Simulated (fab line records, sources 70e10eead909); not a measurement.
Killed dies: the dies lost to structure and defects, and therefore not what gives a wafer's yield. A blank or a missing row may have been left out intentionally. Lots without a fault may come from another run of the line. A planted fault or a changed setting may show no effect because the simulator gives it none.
fab line records	flow nand_harc
[record] lots = 14	wafers = 42	last_day = 33
route steps=1302 shown A_DECK1_JOINT@539 A_ONON_D2@561 A_CHANNEL_HOLE_D2@579
lots that met no fault: taken from a fault-free run of the same line
start_h: hours from the record's first day to the start of the lot's first wafer shown	wait_h: hours since the lot's step before	" identical to the entry in the row above	L1.1+2: a row that stands for several wafers	- no value, or no start was given	* or withheld: withheld	< > ~ a bound
route shown NAME@n: a module of which the file shows steps, and the number in the route of the first	usual: the fault-free wafers' mean and standard deviation	same: alike in all rows	chamber/n: place in a boat	sites: readings site by site	_std_site: standard deviation of those values	_edge_site: outer sites' mean less inner sites'	radius_mm: for every site, how far away it sits from the centre of the wafer	mask NAME#n: copy n	behind: the most recent tool/chamber to have shaped the wafer	hold: why the lot was held/for how many hours/how that ended	device: transistor that didn't switch, given as n, p or np	end of line: at the end of the route, the tests of the same wafers	for a step that has no rows: nothing shown but its recipe	killed: count of dies lost to structure and defects at first sort (not the wafer's yield)	map: the dies of a wafer, with x for killed, . for not killed, _ for no die there
set.NAME: setting as actually run; set.NAME@STEP: the setting as run at that earlier step	model.NAME: the simulator's own value behind a step, which no gauge read
the route's steps for a sample of lots (tables are steps, rows are wafers)
services: the hour from which a tool's chamber was out of use, counted from the record's first day as start_h (under 0 if before that day), plus the number of hours and why
[[steps]]
[step NHARC_A_DECK1_JOINT_CMP_02]
[recipe] material = SiOx
[usual] motor_current_A = 11.8/0.62	slurry_flow_ml_min = 150.0/0.46
lot.wafer	tool	chamber	start_h	wait_h	motor_current_A	slurry_flow_ml_min
L629.4	cmp-01	0	269.25	0.4	11.1	149.8
L629.3	"	3	"	"	13.0	150.2
L629.5	"	0	"	"	11.2	149.8
L631.4	cmp-01	0	283.20	0.4	11.4	150.2
L631.1	"	2	"	"	10.5	150.3
L631.5	"	3	"	"	12.8	149.8
L633.1	cmp-02	0	304.32	0.4	12.4	149.8
L633.2	"	3	"	"	12.2	150.3
L633.5	"	1	"	"	12.3	150.4
L632.2	cmp-03	3	304.35	0.4	11.6	149.8
L632.1	"	1	"	"	11.8	149.2
L632.5	"	3	"	"	10.9	149.9
L634.3	cmp-02	2	324.30	0.4	12.4	149.6
L634.1	"	0	"	"	12.6	150.7
L634.5	"	1	"	"	12.0	149.7
L635.4	cmp-03	3	329.77	0.4	11.5	150.2
L635.6	"	2	"	"	11.6	150.0
L635.5	"	3	"	"	11.0	149.8
L637.2	cmp-01	2	359.93	0.5	10.7	150.4
L637.4	"	3	"	"	12.8	149.1
L637.1	"	0	"	"	11.3	149.1
L639.2	cmp-02	0	376.47	0.4	12.9	149.1
L639.6	"	1	"	"	12.0	150.6
L639.5	"	2	"	"	11.6	150.5
L641.1	cmp-03	0	390.77	0.4	11.8	149.5
L641.2	"	1	"	"	11.9	150.2
L641.5	"	0	"	"	12.6	149.5
L648.4	cmp-03	2	473.45	0.4	11.8	150.0
L648.5	"	3	"	"	10.6	150.1
L648.6	"	0	"	"	12.1	149.6
L649.2	cmp-02	1	488.42	0.4	12.2	149.5
L649.5	"	3	"	"	12.6	150.0
L649.6	"	0	"	"	13.1	150.1
L650.1	cmp-03	0	488.42	0.4	11.9	150.1
L650.2	"	1	"	"	12.6	150.2
L650.6	"	2	"	"	11.7	150.3
L652.3	cmp-01	2	502.06	0.4	11.0	150.8
L652.4	"	3	"	"	12.7	149.7
L652.1	"	0	"	"	10.9	149.7
L651.1	cmp-03	0	502.06	0.4	12.1	149.5
L651.2	"	3	"	"	11.2	150.4
L651.5	"	1	"	"	12.1	149.3
[step NHARC_A_ONON_D2_THK_MEAS_24]
[recipe] thk_meas_gauge = ellipsometry
[usual] thk_nm = 1002/10
lot.wafer	tool	chamber	start_h	wait_h	thk_nm
L629.3	film_metro-02	-	283.75	-	1001
L629.4	"	-	"	"	1003
L629.5	"	-	"	"	1001
L631.1	film_metro-01	-	295.60	-	1006
L631.4	"	-	"	"	1006
L631.5	"	-	"	"	1005
L633.1	film_metro-02	-	316.73	-	1018
L633.2	"	-	"	"	1017
L633.5	"	-	"	"	1016
L632.1	film_metro-01	-	316.73	-	998
L632.2	"	-	"	"	997
L632.5	"	-	"	"	998
L634.1	film_metro-01	-	336.49	-	988
L634.3	"	-	"	"	987
L634.5	"	-	"	"	987
L635.4	film_metro-02	-	342.20	-	1003
L635.5	"	-	"	"	1001
L635.6	"	-	"	"	1001
L637.1	film_metro-01	-	372.88	-	1008
L637.2	"	-	"	"	1009
L637.4	"	-	"	"	1009
L639.2	film_metro-02	-	399.71	-	1002
L639.5	"	-	"	"	1001
L639.6	"	-	"	"	1001
L641.1	film_metro-01	-	404.17	-	1013
L641.2	"	-	"	"	1011
L641.5	"	-	"	"	1012
L648.4	film_metro-01	-	485.77	-	1011
L648.5	"	-	"	"	1010
L648.6	"	-	"	"	1013
L649.2	film_metro-02	-	501.75	-	1009
L649.5	"	-	"	"	1010
L649.6	"	-	"	"	1009
L650.1	film_metro-01	-	501.75	-	1001
L650.2	"	-	"	"	1000
L650.6	"	-	"	"	999
L651.1	film_metro-02	-	514.80	-	985
L651.2	"	-	"	"	986
L651.5	"	-	"	"	987
L652.1	film_metro-01	-	514.80	-	995
L652.3	"	-	"	"	996
L652.4	"	-	"	"	995
[step NHARC_A_CHANNEL_HOLE_D2_EXPOSE_07]
[recipe] na = 1.35	target_cd_nm = 100	sigma_outer = 0.3	dose_mj = 59.65	mask_id = HOLE_D2
[usual] exposure_dose_mJ_cm2 = 59.57/0.064	focus_offset_nm = -0.1/0.52
lot.wafer	tool	chamber	start_h	wait_h	mask	exposure_dose_mJ_cm2	focus_offset_nm
L629.3	arfi_scanner-01	0	290.05	-	HOLE_D2#0	59.57	-0.6
L629.4	"	0	"	"	HOLE_D2#0	59.60	-0.7
L629.5	"	0	"	"	HOLE_D2#0	59.59	0.0
L631.1	arfi_scanner-03	0	301.64	-	HOLE_D2#0	59.54	-0.3
L631.4	"	0	"	"	HOLE_D2#0	59.55	0.3
L631.5	"	0	"	"	HOLE_D2#0	59.61	0.2
L633.1	arfi_scanner-03	0	321.41	-	HOLE_D2#0	59.53	-0.4
L633.2	"	0	"	"	HOLE_D2#0	59.64	0.1
L633.5	"	0	"	"	HOLE_D2#0	59.64	-0.9
L632.1	arfi_scanner-01	0	322.81	-	HOLE_D2#0	59.61	0.2
L632.2	"	0	"	"	HOLE_D2#0	59.62	0.2
L632.5	"	0	"	"	HOLE_D2#0	59.68	0.2
L634.1	arfi_scanner-02	0	343.64	-	HOLE_D2#0	59.47	-1.4
L634.3	"	0	"	"	HOLE_D2#0	59.57	-1.1
L634.5	"	0	"	"	HOLE_D2#0	59.52	0.4
L635.4	arfi_scanner-02	0	346.69	-	HOLE_D2#0	59.59	-1.6
L635.5	"	0	"	"	HOLE_D2#0	59.48	0.0
L635.6	"	0	"	"	HOLE_D2#0	59.49	0.1
L637.1	arfi_scanner-02	0	390.57	-	HOLE_D2#0	59.65	-0.7
L637.2	"	0	"	"	HOLE_D2#0	59.57	-0.7
L637.4	"	0	"	"	HOLE_D2#0	59.67	0.1
L639.2	arfi_scanner-01	-	405.72	-	HOLE_D2#0	-	-
L639.5	"	-	"	"	HOLE_D2#0	-	-
L639.6	"	-	"	"	HOLE_D2#0	-	-
L641.1	arfi_scanner-01	-	410.15	-	HOLE_D2#0	-	-
L641.2	"	-	"	"	HOLE_D2#0	-	-
L641.5	"	-	"	"	HOLE_D2#0	-	-
L648.4	arfi_scanner-02	0	490.12	-	HOLE_D2#0	59.57	0.9
L648.5	"	0	"	"	HOLE_D2#0	59.57	0.5
L648.6	"	0	"	"	HOLE_D2#0	59.56	-0.3
L650.1	arfi_scanner-03	0	505.99	-	HOLE_D2#0	59.62	0.2
L650.2	"	0	"	"	HOLE_D2#0	59.54	0.0
L650.6	"	0	"	"	HOLE_D2#0	59.71	0.0
L649.2	arfi_scanner-01	0	507.47	-	HOLE_D2#0	59.61	-0.4
L649.5	"	0	"	"	HOLE_D2#0	59.52	-0.2
L649.6	"	0	"	"	HOLE_D2#0	59.51	-1.3
L652.1	arfi_scanner-01	0	518.89	-	HOLE_D2#0	59.56	-0.3
L652.3	"	0	"	"	HOLE_D2#0	59.46	-0.6
L652.4	"	0	"	"	HOLE_D2#0	59.47	0.6
L651.1	arfi_scanner-03	0	520.27	-	HOLE_D2#0	59.68	-0.4
L651.2	"	0	"	"	HOLE_D2#0	59.70	1.7
L651.5	"	0	"	"	HOLE_D2#0	59.77	0.6
[step NHARC_A_CHANNEL_HOLE_D2_ETCH_22]
[recipe] bias_v = 3000	source_w = withheld	pressure_mtorr = 20	time_s = 666.7	ar_flow_sccm = 375	c4f8_flow_sccm = 89.3	o2_flow_sccm = 35.7	temp_c = -20	target_depth_a = 16000	chemistry = C4F8/O2/Ar
[usual] c4f8_flow_sccm = 89.31/0.26	drypump_motor_current_A = 5.9/0.51	he_backside_leak_sccm = 5.5/0.4	showerhead_plenum_p_Torr = 3.69/0.16	throttle_valve_pct = 32.155/0.0099
lot.wafer	tool	chamber	start_h	wait_h	c4f8_flow_sccm	drypump_motor_current_A	he_backside_leak_sccm	rf_hours_counter_h	showerhead_plenum_p_Torr	throttle_valve_pct
L629.4	har_etch-01	1	295.89	0.4	89.66	5.3	5.5	-	3.70	32.151
L629.3	"	0	"	"	89.13	6.5	5.3	-	3.59	32.152
L629.5	"	0	"	"	89.31	6.5	5.3	-	3.59	32.151
L631.1	har_etch-01	0	306.13	0.4	89.68	6.5	5.3	160	3.58	32.148
L631.4	"	0	"	"	89.36	6.5	4.9	-	3.58	32.158
L631.5	"	0	"	"	89.43	6.5	5.0	-	3.58	32.155
L633.1	har_etch-01	0	325.64	0.4	89.05	6.5	5.4	168	3.58	32.127
L633.2	"	1	"	"	89.53	5.3	5.4	168	3.69	32.174
L633.5	"	1	"	"	89.30	5.3	5.1	-	3.69	32.170
L632.2	har_etch-02	0	326.06	0.4	89.24	6.2	5.9	372	3.47	32.156
L632.1	"	1	"	"	88.98	5.6	6.3	388	3.52	32.151
L632.5	"	1	"	"	89.89	5.6	6.4	-	3.52	32.158
L634.1	har_etch-02	0	348.70	0.4	89.70	6.2	6.0	384	3.47	32.158
L634.3	"	1	"	"	89.27	5.6	6.4	-	3.51	32.154
L634.5	"	1	"	"	89.28	5.6	6.4	-	3.51	32.148
L635.4	har_etch-01	0	349.52	0.4	88.98	6.5	5.3	-	3.57	32.160
L635.6	"	1	"	"	89.22	5.3	5.7	-	3.68	32.182
L635.5	"	0	"	"	88.98	6.5	5.5	-	3.57	32.147
L637.1	har_etch-02	1	395.85	0.4	89.47	5.6	5.1	1	3.93	32.154
L637.2	"	0	"	"	89.46	6.2	4.8	1	3.93	32.160
L637.4	"	0	"	"	89.27	6.2	4.7	-	3.93	32.167
L639.2	har_etch-02	1	411.78	0.4	89.35	5.6	5.2	16	3.92	32.152
L639.6	"	1	"	"	89.10	5.6	5.2	-	3.92	32.149
L639.5	"	0	"	"	88.68	6.2	4.9	-	3.92	32.147
L641.2	har_etch-01	0	418.77	0.4	88.91	6.5	5.5	222	3.55	32.160
L641.1	"	1	"	"	89.55	5.3	5.6	222	3.66	32.152
L641.5	"	0	"	"	89.62	6.5	5.4	-	3.55	32.142
L648.4	har_etch-02	0	492.67	0.4	89.11	6.2	5.2	-	3.90	32.153
L648.5	"	0	"	"	89.70	6.2	5.0	-	3.90	32.173
L648.6	"	1	"	"	89.51	5.6	5.4	-	3.90	32.147
L650.1	har_etch-02	0	511.58	0.4	89.21	6.2	5.3	73	3.89	32.156
L650.2	"	1	"	"	89.33	5.6	5.4	73	3.89	32.154
L650.6	"	1	"	"	89.78	5.6	5.3	-	3.89	32.157
L649.2	har_etch-01	1	512.23	0.4	89.04	5.3	6.0	279	3.63	32.162
L649.6	"	1	"	"	89.71	5.3	6.0	-	3.63	32.136
L649.5	"	0	"	"	89.26	6.5	6.0	-	3.52	32.151
L652.1	har_etch-02	0	521.46	0.4	89.38	6.2	5.0	77	3.89	32.151
L652.4	"	0	"	"	89.15	6.2	5.2	-	3.89	32.175
L652.3	"	1	"	"	89.17	5.6	5.3	-	3.89	32.154
L651.2	har_etch-01	0	522.64	0.4	89.34	6.5	5.6	283	3.52	32.144
L651.1	"	1	"	"	88.88	5.3	5.4	283	3.63	32.147
L651.5	"	1	"	"	89.14	5.3	5.6	-	3.63	32.130
[[services]]
tool	chamber	start_h	hours	kind
arfi_scanner-02	-	248.12	0.6	repair
arfi_scanner-01	-	252.00	4.0	pm
cmp-03	-	260.14	4.0	pm
cmp-03	-	274.19	1.3	repair
arfi_scanner-01	-	278.21	4.2	repair
cmp-01	-	283.50	4.0	pm
cmp-02	-	289.89	0.8	repair
har_etch-01	-	300.16	0.5	repair
cmp-01	-	303.28	34.9	repair
arfi_scanner-01	-	309.07	3.8	repair
arfi_scanner-02	-	312.00	4.0	pm
arfi_scanner-03	-	321.69	1.1	repair
cmp-02	-	331.19	4.0	pm
cmp-02	-	337.48	2.6	repair
cmp-03	-	343.34	1.6	repair
cmp-02	-	347.02	1.2	repair
cmp-03	-	356.85	1.6	repair
cmp-03	-	358.46	4.0	pm
cmp-03	-	371.44	1.4	repair
har_etch-02	-	377.98	17.0	pm
arfi_scanner-01	-	424.00	4.0	pm
arfi_scanner-01	-	433.63	0.3	repair
arfi_scanner-01	-	452.57	4.1	repair
cmp-03	-	456.46	4.0	pm
[[key]]
[first_sign] step = NHARC_A_CHANNEL_HOLE_D2_EXPOSE_07	reading = tool_record	direction = missing
effect none on later readings
met_at NHARC_A_CHANNEL_HOLE_D2_EXPOSE_07
struck_lots L639,L641
later_rows_left_out L639.2,L639.5,L639.6,L641.1,L641.2,L641.5
sort_left_out L639.2,L639.5,L639.6,L641.1,L641.2,L641.5
tester_left_out L639,L641
not_acting_at NHARC_A_DECK1_JOINT_CMP_02,NHARC_A_ONON_D2_THK_MEAS_24,NHARC_A_CHANNEL_HOLE_D2_ETCH_22
onset_between 322.81 405.72
[fault] kind = skipped_step_whole	tool = arfi_scanner-01	chamber = -	onset_h = 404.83	steps = NHARC_A_CHANNEL_HOLE_D2_EXPOSE_07	scope = struck_lots_only
// tester_left_out: of these lots the tester's yield and bins aren't shown, on N5 and GAA mostly nor the transistor test; their killed dies are dies lost to structure and defects alone, not to doping, threshold or leakage, so they don't give the yield
// sort_left_out: the simulated sort isn't trusted on such a fault, so these wafers' sort isn't shown, and their yield isn't known
// later_rows_left_out: the simulator's readings of these wafers behind a module that went badly wrong aren't trusted and aren't shown, but for the sort
